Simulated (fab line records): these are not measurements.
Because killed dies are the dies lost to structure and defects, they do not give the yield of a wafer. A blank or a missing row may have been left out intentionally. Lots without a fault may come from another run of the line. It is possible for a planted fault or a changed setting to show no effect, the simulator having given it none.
A lot that was struck, set against a sound lot | flow n5-finfet | 40 out of 1938 route steps
Sound: wafers L671.2, L671.3, L671.6. Struck: wafer L678.1 (left out: L678.4, a lot-mate that was not struck); the cause follows at the end.
Per side, at each step with rows, come the tool, then ch with its chambers, and then its first start. Under that, the readings that differ: sound wafers | struck wafers | difference of the means | sigmas: that difference in standard deviations of wafers without a fault.
alike: a reading whose means differ by less than 2 such deviations, as well as words and numbers matching on both sides. not compared: withheld readings; readings where some wafer has no value; bounds like >300 that might hide an equal value; numbers whose values overlap and for which the record gives no deviation.
Wherever a step has rows on one side only, a row that says differs or no value, or a row with sigmas, the two part there. Non-overlapping numbers with no deviation appear without sigmas and do not part them. A reading that every wafer of one side lacks parts them only if that side has two wafers or more.

first, 9 steps without rows for these wafers: N5_BEOL_M3_EBR_24; N5_BEOL_M3_SOFTBAKE_23 (time 60 s); N5_BEOL_M3_EXPOSE_25 (exposes mask V2, defocus 5 nm); N5_BEOL_M3_PEB_26 (peb time 60 s); N5_BEOL_M3_DEVELOP_27 (develop time 30 s); N5_BEOL_M3_DESCUM_33 (chemistry O2, time 7 s); N5_BEOL_M3_ETCH_77 (etches underlayer in N2/H2, target depth 6.5 nm, time 5.2 s); N5_BEOL_M3_ETCH_69 (etches SiARC in CF4, target depth 15.6 nm, time 26 s); N5_BEOL_M3_ALD_98 (deposits SiO2, target thk 2.5 nm, pulse time 1 s, co reactant pulse time 1 s).
N5_BEOL_M3_ETCHBACK_99: etches SiO2 in CHF3, target depth 5 nm, time 10.4 s.
  sound on rie-diel-06 ch 0,1,3, day 9 20:49; struck on rie-diel-03 ch 2, day 11 17:04
  reading               | sound          | struck | difference | sigmas
  oes-product-au (a.u.) | 0.84 0.67 0.90 | 0.52   | -0.28      | -3
  alike: CHF3_flow_sccm, bias-w, drypump-motor-current-A, rf-vpp-V, showerhead-plenum-p-Torr, throttle-valve-pct
  not compared: rf-hours-counter-h
then, 9 steps without rows for these wafers: N5_BEOL_M3_ETCH_70 (etches SOC in N2/H2, target depth 80 nm, overetch 16 nm, time 120 s); N5_BEOL_M3_STRIP_71 (strips in N2/H2); N5_BEOL_M3_STRIP_78 (strips in N2/H2); N5_BEOL_M3_VIA_ETCH_34 (etches the open film in C4F6/O2, target depth 69.4 nm, time 65.9 s); N5_BEOL_M3_STRIP_83 (strips in C4F6/O2); N5_BEOL_M3_STRIP_36 (strips in N2/H2); N5_BEOL_M3_TRENCH_ETCH_37 (etches SiOC in C4F6/O2, target depth 55.555 nm, time 29.2 s); N5_BEOL_M3_ETCH_41 (etches SiCN in CH3F/O2, target depth 29.9 nm, time 52.5 s); N5_BEOL_M3_STRIP_97 (strips in N2/H2, time 10 s).
N5_BEOL_M3_OCD_MEAS_38:
  sound: ocd-02 at day 9 21:13; struck: ocd-01 at day 11 17:27
  reading              | sound          | struck | difference | sigmas
  trench-depth-nm (nm) | 55.9 54.8 56.6 | 39.3   | -16.5      | -15
then, 18 steps without rows for these wafers: N5_BEOL_M3_HM_STRIP_39 (strips TiN in peroxide tin strip, target depth 25 nm, time 158 s); N5_BEOL_M3_SRD_40 (time 30 s); N5_BEOL_M3_PRECLEAN_42 (cleans in residue remover, time 60 s); N5_BEOL_M3_SRD_43 (time 30 s); N5_BEOL_M3_DEGAS_44 (time 60 s); N5_BEOL_M3_PRE_CLEAN_45 (time 30 s); N5_BEOL_M3_ALD_84 (deposits TaN, pulse time 2 s, purge time 3 s, co reactant purge time 2 s); N5_BEOL_M3_SURFACE_TREAT_85; N5_BEOL_M3_CVD_47 (deposits Co from CCTBA/H2, target thk 3 nm, time 223.8 s); N5_BEOL_M3_SPUTTER_48 (material Cu, target thk 4.5 nm, time 8.29 s); N5_BEOL_M3_ANNEAL_49 (time 240 s); N5_BEOL_M3_SPUTTER_79 (material Cu, target thk 4.5 nm, time 8.29 s); N5_BEOL_M3_ANNEAL_80 (time 240 s); N5_BEOL_M3_SPUTTER_81 (material Cu, target thk 4.5 nm, time 8.29 s); N5_BEOL_M3_ANNEAL_82 (time 240 s); N5_BEOL_M3_SPUTTER_86 (material Cu, target thk 4.5 nm, time 8.29 s); N5_BEOL_M3_ANNEAL_87 (time 240 s); N5_BEOL_M3_SPUTTER_88 (material Cu, target thk 4.5 nm, time 8.29 s).
N5_BEOL_M4_RC_MEAS_101:
  sound on prober-02 ch 0, day 10 12:18; struck on prober-02 ch 0, day 12 10:41
  reading       | sound          | struck | difference | sigmas
  SS_P (mV/dec) | 73.6 73.3 73.5 | 74.8   | +1.3       | +3
  alike: DIBL_N, DIBL_P, IOFF_N, IOFF_P, ION_N, ION_P, SS_N, VT_N, VT_P
  not compared: CHAIN_V2_max_site
-- the record jumps here: 4 days lie between the struck wafers' starts before and after (it left off in module BEOL_M4 and takes up again in module PASSIVATION, whose first step shown is number 1936 of the route) --
N5_PASSIVATION_PROBE_49:
  sound: prober-02 at day 14 16:08; struck: prober-01 at day 16 12:50
  reading                  | sound          | struck | difference | sigmas
  defect-limited-yield (%) | 91.1 90.6 90.8 | 67.0   | -23.8      | -16
  killed_at_M0_to_M3       | 23 33 37       | 329    | +298       | +30
  killed-at-front-end      | 56 48 52       | 28     | -24        | -2
  killed-dies              | 105 111 109    | 389    | +281       | +16
  killed-on-rim            | 13 15 10       | 87     | +74        | +19
  sort_bin_5_function (%)  | 5.4 5.8 4.9    | 29.5   | +24.1      | +24
  sort-n-pass              | 1075 1069 1071 | 791    | -281       | -16
  sort-yield-pct (%)       | 91.1 90.6 90.8 | 67.0   | -23.8      | -16
  alike: killed_at_M4_up, killed-at-contacts, killed-at-other, killed-open, killed-short, sort_bin_6_memory

## WHERE THEY PART
Earliest at N5_BEOL_M3_ETCHBACK_99; latest, in this record, at N5_PASSIVATION_PROBE_49.

WHY: what the simulator had put in
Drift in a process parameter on rie-diel-03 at N5_BEOL_M3_ETCHBACK_99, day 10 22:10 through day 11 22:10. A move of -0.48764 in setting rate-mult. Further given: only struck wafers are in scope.
